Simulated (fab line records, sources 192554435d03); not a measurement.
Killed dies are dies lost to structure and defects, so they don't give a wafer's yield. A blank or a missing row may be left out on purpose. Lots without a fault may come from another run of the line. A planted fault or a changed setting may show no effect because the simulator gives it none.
fab line records | flow n5_finfet | part 2 of 2: steps 24 to 30 of 30
record lots=5 wafers=15 last_day=18
route steps=1938 shown BEOL_M1@776
lots that met no fault: from a run of the same line without faults
start_h: hours from the record's first day to the start of the lot's first wafer shown | wait_h: hours since the lot's step before | " the same as in the row above | L1.1+2: a row that stands for several wafers | - no value, or no start given | * or withheld: withheld | < > ~ a bound
route shown NAME@n: a module of which the file shows steps, and the number in the route of the first | usual: mean/standard deviation of fault-free wafers | same: alike in all rows | chamber/n: place in a boat | sites: the reading at each site | _std_site: their standard deviation | _edge_site: outer sites' mean less inner sites' | radius_mm: how far each site lies from the wafer's centre | mask NAME#n: copy n | behind: the tool/chamber that last shaped the wafer | hold: why the lot was held/for how many hours/how that ended | device: the transistor (n, p or np) that didn't switch | end of line: the same wafers' tests at the end of the route | a step without rows: its recipe alone | killed: dies lost to structure and defects at the first sort, not the wafer's yield | map: a wafer's dies, x killed, . not, _ none there
set.NAME: the setting as run; set.NAME@STEP: as run at that earlier step | model.NAME: the simulator's own value behind a step, which no gauge read
lots at some steps of the route; a table a step, a row a wafer
services: from which hour (start_h, from the record's first day; less than 0 if before it) a tool's chamber was out of use, for how many hours, and why
## steps
# step N5_BEOL_M1_STRIP_36
# recipe chemistry=N2/H2 power_w=450 temp_c=40 pressure_mtorr=20 rf_frequency_hz=6e+07 overash_fraction=0.3 bias_power_w=7 h2_frac=0.5 n2_flow_sccm=200 h2_flow_sccm=200
# usual drypump_motor_current_A=5.8/0.68 oes_product_au=0.78/0.06 rf_vpp_V=59.0/1.4 showerhead_plenum_p_Torr=2.52/0.073 throttle_valve_pct=23.51/0.23
# columns lot.wafer tool chamber start_h wait_h drypump_motor_current_A oes_product_au rf_hours_counter_h rf_vpp_V showerhead_plenum_p_Torr throttle_valve_pct
L074.2 rie_diel-04 3 130.06 0.0 6.7 0.86 46 57.6 2.48 23.68
L074.3 " 1 " " 4.7 0.77 141 56.6 2.66 23.66
L074.5 " 0 " " 5.4 0.74 - 59.8 2.65 23.42
L078.1 rie_diel-01 1 147.77 0.0 4.9 0.70 187 58.9 2.41 23.68
L078.3 " 2 " " 5.2 0.72 149 58.6 2.54 23.37
L078.5 " 0 " " 5.6 0.80 - 56.9 2.56 23.41
L083.2 rie_diel-04 3 180.00 0.0 6.7 0.86 61 61.2 2.47 23.65
L083.3 " 1 " " 4.7 0.74 159 60.2 2.66 23.69
L083.6 " 3 " " 6.7 0.85 - 57.9 2.47 23.66
L096.1 rie_diel-01 2 252.85 0.0 5.2 0.70 184 60.4 2.52 23.43
L096.3 " 1 " " 4.9 0.69 218 58.8 2.39 23.72
L096.5 " 0 " " 5.6 0.78 - 57.6 2.54 23.48
L095.2 rie_diel-01 1 253.94 0.0 4.9 0.70 218 59.2 2.39 23.70
L095.5 " 3 " " 6.5 0.84 - 58.7 2.48 23.59
L095.6 " 0 " " 5.6 0.79 - 59.6 2.55 23.48
# step N5_BEOL_M1_TRENCH_ETCH_37
# recipe chemistry=C4F6/O2 target_depth_a=552.07 target=SiOC time_s=29 ion_energy_ev=250 pressure_mtorr=30 source_w=355 bias_w=185 Ar_flow_sccm=300 C4F6_flow_sccm=10 O2_flow_sccm=10
# usual C4F6_flow_sccm=10.00/0.031 drypump_motor_current_A=5.8/0.68 oes_product_au=0.77/0.059 rf_vpp_V=665/14 showerhead_plenum_p_Torr=2.82/0.07 throttle_valve_pct=20.73/0.19
# columns lot.wafer tool chamber start_h wait_h C4F6_flow_sccm drypump_motor_current_A oes_product_au rf_hours_counter_h rf_vpp_V showerhead_plenum_p_Torr throttle_valve_pct
L074.2 rie_diel-04 3 - - 10.02 6.8 0.85 46 688 2.78 20.71
L074.3 " 1 " " 10.00 4.7 0.76 141 675 2.96 20.64
L074.5 " 0 " " 9.95 5.4 0.74 - 686 2.93 20.64
L078.1 rie_diel-01 1 - - 9.98 4.9 0.72 187 675 2.72 20.86
L078.3 " 2 " " 10.02 5.2 0.73 149 675 2.86 20.60
L078.5 " 0 " " 9.97 5.6 0.81 - 665 2.88 20.99
L083.2 rie_diel-04 3 - - 10.00 6.7 0.84 61 686 2.77 20.71
L083.3 " 1 " " 10.00 4.7 0.74 159 675 2.95 20.68
L083.6 " 3 " " 10.02 6.7 0.84 - 687 2.77 20.71
L096.1 rie_diel-01 2 - - 9.97 5.2 0.71 184 674 2.84 20.63
L096.3 " 1 " " 9.94 4.9 0.68 218 672 2.71 20.92
L096.5 " 0 " " 10.00 5.6 0.78 - 664 2.87 21.04
L095.2 rie_diel-01 1 - - 10.07 4.9 0.68 218 673 2.71 20.92
L095.5 " 3 " " 9.98 6.4 0.83 - 649 2.79 20.84
L095.6 " 0 " " 9.99 5.6 0.79 - 663 2.87 21.02
# step N5_BEOL_M1_ETCH_41
# recipe chemistry=CH3F/O2 target=SiCN target_depth_a=319 taper_deg=2 time_s=57.8 ion_energy_ev=120 mask_material=TiN pressure_mtorr=30 source_w=395 bias_w=75 Ar_flow_sccm=150 CH3F_flow_sccm=30 O2_flow_sccm=20
# usual drypump_motor_current_A=5.8/0.68 oes_product_au=0.77/0.059 rf_vpp_V=297.0/1.3 showerhead_plenum_p_Torr=1.98/0.052 throttle_valve_pct=16.21/0.18
# columns lot.wafer tool chamber start_h wait_h drypump_motor_current_A oes_product_au rf_hours_counter_h rf_vpp_V showerhead_plenum_p_Torr throttle_valve_pct
L074.2 rie_diel-04 3 - - 6.8 0.86 46 296.0 1.95 16.10
L074.3 " 1 " " 4.7 0.77 141 298.2 2.09 16.16
L074.5 " 0 " " 5.3 0.73 - 299.3 2.07 16.22
L078.1 rie_diel-01 1 - - 4.9 0.71 187 295.7 1.91 16.37
L078.3 " 2 " " 5.2 0.73 149 297.9 2.01 16.07
L078.5 " 0 " " 5.6 0.81 - 297.3 2.03 16.41
L083.2 rie_diel-04 3 - - 6.7 0.83 61 295.6 1.94 16.14
L083.3 " 1 " " 4.7 0.74 159 299.4 2.08 16.17
L083.6 " 3 " " 6.8 0.83 - 296.1 1.94 16.13
L096.1 rie_diel-01 2 - - 5.2 0.70 184 297.0 2.00 16.12
L096.3 " 1 " " 4.9 0.69 218 294.5 1.90 16.42
L096.5 " 0 " " 5.6 0.79 - 296.9 2.02 16.47
L095.2 rie_diel-01 1 - - 4.9 0.69 218 295.7 1.90 16.41
L095.5 " 3 " " 6.5 0.83 - 296.9 1.95 16.24
L095.6 " 0 " " 5.6 0.79 - 297.2 2.02 16.46
# step N5_BEOL_M1_STRIP_97
# recipe chemistry=N2/H2 time_s=10 power_w=450 temp_c=40 pressure_mtorr=20 rf_frequency_hz=6e+07 bias_power_w=7 n2_flow_sccm=200 h2_flow_sccm=200
# usual drypump_motor_current_A=5.8/0.68 oes_product_au=0.78/0.059 rf_vpp_V=59.1/0.85 showerhead_plenum_p_Torr=2.52/0.073 throttle_valve_pct=23.51/0.24
# columns lot.wafer tool chamber start_h wait_h drypump_motor_current_A oes_product_au rf_hours_counter_h rf_vpp_V showerhead_plenum_p_Torr throttle_valve_pct
L074.2 rie_diel-04 3 - - 6.7 0.86 46 59.6 2.47 23.62
L074.3 " 1 " " 4.7 0.76 141 59.8 2.66 23.67
L074.5 " 0 " " 5.4 0.74 - 58.7 2.64 23.45
L078.1 rie_diel-01 1 - - 4.9 0.72 187 58.9 2.41 23.67
L078.3 " 2 " " 5.2 0.73 150 58.3 2.54 23.37
L078.5 " 0 " " 5.6 0.81 - 58.9 2.56 23.41
L083.2 rie_diel-04 3 - - 6.7 0.83 61 59.2 2.47 23.66
L083.3 " 1 " " 4.7 0.73 159 58.3 2.66 23.69
L083.6 " 3 " " 6.7 0.84 - 60.4 2.47 23.67
L096.1 rie_diel-01 2 - - 5.2 0.71 184 59.2 2.52 23.42
L096.3 " 1 " " 4.9 0.69 218 58.7 2.39 23.71
L096.5 " 0 " " 5.6 0.78 - 58.1 2.54 23.46
L095.2 rie_diel-01 1 - - 4.8 0.69 218 58.3 2.39 23.71
L095.5 " 3 " " 6.4 0.85 - 58.8 2.48 23.62
L095.6 " 0 " " 5.6 0.79 - 59.7 2.54 23.46
# step N5_BEOL_M1_OCD_MEAS_38
# usual trench_depth_nm=54.4/1.1
# columns lot.wafer tool chamber start_h wait_h trench_depth_nm
L074.2 ocd-02 - 130.25 - 55.5
L074.3 " - " " 56.2
L074.5 " - " " 55.1
L078.1 ocd-02 - 147.97 - 54.5
L078.3 " - " " 54.1
L078.5 " - " " 56.3
L083.2 ocd-02 - 180.20 - 56.0
L083.3 " - " " 55.6
L083.6 " - " " 55.3
L096.1 ocd-02 - 253.04 - 53.7
L096.3 " - " " 53.8
L096.5 " - " " 55.6
L095.2 ocd-02 - 254.14 - 53.4
L095.5 " - " " 54.1
L095.6 " - " " 56.1
# step N5_BEOL_M1_HM_STRIP_39
# recipe chemistry=peroxide_tin_strip material=TiN target_depth_a=250 temp_c=50 time_s=158
# columns lot.wafer tool chamber start_h wait_h
L074.2+3+5 wet_bench-05 5,1,7 130.33 0.1
L078.1+3+5 wet_bench-06 0,2,3 148.00 0.0
L083.2+3+6 wet_bench-06 7,5,0 180.23 0.0
L096.1+3+5 wet_bench-02 6,1,3 253.07 0.0
L095.2+5+6 wet_bench-05 4,7,3 254.17 0.0
# step N5_BEOL_M1_SRD_40
# recipe time_s=30 temp_c=23 rinse_liquid=diw dry=ipa_marangoni
# columns lot.wafer tool chamber start_h wait_h
L074.2+3+5 wet_bench-05 5,1,7 130.37 0.0
L078.1+3+5 wet_bench-06 0,2,3 148.05 0.0
L083.2+3+6 wet_bench-06 7,5,0 180.28 0.0
L096.1+3+5 wet_bench-02 6,1,3 253.12 0.0
L095.2+5+6 wet_bench-05 4,7,3 254.22 0.0
## services
# columns tool chamber start_h hours kind
ald_sin-04 0 119.66 9.7 repair
wet_bench-02 - 124.19 90.6 repair
ald_sin-01 3 124.68 14.4 repair
wet_bench-06 - 129.39 6.4 repair
ald_sin-01 2 130.05 33.2 repair
euv_scanner-02 - 134.38 1.0 pm
rie_diel-01 1 136.98 6.2 repair
euv_scanner-01 - 141.66 1.0 pm
ald_sin-04 0 144.09 3.0 repair
rie_diel-04 3 157.82 7.7 repair
rie_diel-01 3 159.74 5.1 repair
rie_diel-04 0 164.51 10.8 repair
euv_scanner-02 - 174.16 1.3 repair
euv_scanner-02 - 190.53 1.0 pm
rie_diel-01 0 192.03 15.2 repair
euv_scanner-01 - 197.81 1.0 pm
euv_scanner-01 - 199.14 5.8 pm
rie_diel-01 3 199.51 13.7 repair
wet_bench-05 - 200.86 20.7 repair
rie_diel-01 1 203.97 4.9 repair
rie_diel-01 3 233.71 4.6 repair
euv_scanner-01 - 238.58 12.0 pm
rie_diel-03 - 247.81 0.9 repair
euv_scanner-01 - 253.11 4.6 pm
